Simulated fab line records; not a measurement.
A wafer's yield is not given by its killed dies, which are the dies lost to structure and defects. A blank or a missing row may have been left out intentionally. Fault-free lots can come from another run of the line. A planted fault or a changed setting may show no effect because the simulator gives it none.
Matching of chambers	flow nandHarc	4 sister chambers for NHARC_A_STAIRCASE_CMP_450 on cmp-03
The step polishes SiO2, target thk 200 nm. 14 wafers are shown with their chamber, then 7 later ones without.

## WAFERS PAIRED WITH THEIR CHAMBERS
wafer	chamber	motorCurrentA (A)
L081.2	3	12.9
L081.4	2	12.0
L081.6	2	11.4
L084.2	1	12.0
L084.5	3	12.7
L084.6	0	11.2
L086.2	1	11.9
L086.3	0	10.5
L086.6	2	12.4
L089.1	0	10.8
L089.3	1	10.8
L089.4	3	12.9
L087.1	0	11.1
L087.2	2	12.2

SIGNATURES, as means of the wafers listed above
reading	chamber 0	chamber 1	chamber 2	chamber 3	scatter within a chamber
motorCurrentA	10.900	11.567	12.000	12.833	0.421
Rule: for a wafer and a chamber, the distance is found by dividing, reading by reading, the gap between the wafer's reading and the chamber's mean by the reading's scatter, squaring, summing and taking the root. If the next closest chamber is less than 2 further off than the closest, the wafer can't be placed; otherwise it belongs to the closest. The scatter: the root of (the sum of the squares of (reading less its chamber's mean) over the shown wafers, divided by (wafers less chambers)).

## WAFERS WITHOUT THEIR CHAMBER
wafer	motorCurrentA (A)
L087.3	12.4
L087.4	12.7
L087.5	12.6
L087.6	11.9
L093.4	12.7
L093.5	11.2
L093.6	12.4

## EACH ONE'S CHAMBER
wafer	from the rows above	in truth
L087.3	can't be placed: 2 or 3 or 1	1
L087.4	can't be placed: 3 or 2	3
L087.5	can't be placed: 3 or 2 or 1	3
L087.6	can't be placed: 2 or 1 or 3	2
L093.4	can't be placed: 3 or 2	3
L093.5	can't be placed: 0 or 1 or 2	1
L093.6	can't be placed: 2 or 3 or 1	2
0 of 7 placed correctly. Unplaceable from these rows: 7, with the true chamber sitting among the candidates in 7. Placed wrongly: 0.
